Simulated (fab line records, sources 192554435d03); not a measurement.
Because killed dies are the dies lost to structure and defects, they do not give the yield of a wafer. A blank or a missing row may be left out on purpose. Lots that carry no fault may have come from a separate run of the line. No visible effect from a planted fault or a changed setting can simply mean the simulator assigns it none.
Which tool is to blame? + flow n5_finfet + at 1 step of a route of 1938, 11 lots with 33 wafers sampled

== WHAT EACH GAUGE READ, for each wafer ==
N5_BEOL_M8_CD_MEAS_11: the cd target is 38.5 nm.
| lot  | measured     | on        | cd_nm (nm)     |
|------|--------------|-----------|----------------|
| L075 | day 10 10:47 | cd_sem-02 | 38.7 38.5 38.7 |
| L078 | day 10 18:31 | cd_sem-01 | 38.5 38.6 37.9 |
| L079 | day 11 02:21 | cd_sem-03 | 38.9 39.4 39.5 |
| L081 | day 11 06:17 | cd_sem-03 | 38.8 38.9 39.1 |
| L083 | day 11 19:30 | cd_sem-02 | 38.4 39.1 39.2 |
| L085 | day 12 09:29 | cd_sem-01 | 38.0 38.4 38.1 |
| L087 | day 13 05:02 | cd_sem-03 | 38.6 38.9 38.7 |
| L089 | day 13 21:05 | cd_sem-01 | 38.1 39.3 38.9 |
| L093 | day 14 07:58 | cd_sem-02 | 38.8 38.5 38.1 |
| L094 | day 14 15:22 | cd_sem-03 | 38.3 38.7 38.8 |
| L097 | day 15 16:44 | cd_sem-01 | 38.6 38.9 39.0 |

== EACH LOT AND THE TOOL THAT RAN IT (in order: tool; ch and the chambers of the sampled wafers; start) ==
There is no process step in the record ahead of these readings.

== THE ANSWER, worked out from the rows above alone ==
Rule: what is usual is taken from the lots themselves. Put in order of their means at a reading, lots are off if they are a third of the lots or fewer, leave a main group of 4 or more, and stand apart from it by a gap of 3 or more times the standard deviation of the main group's means; of several such gaps the widest counts. Not used: any main group whose means are identical at the precision the tables above print for the reading. Also off: a lot with no number at a reading for which 4 or more lots have one. All remaining lots with rows at the step are treated as sound.
Across all readings shown, no lot is off: no conclusion can be drawn from this.

== WHAT WAS PUT IN BY THE SIMULATOR ==
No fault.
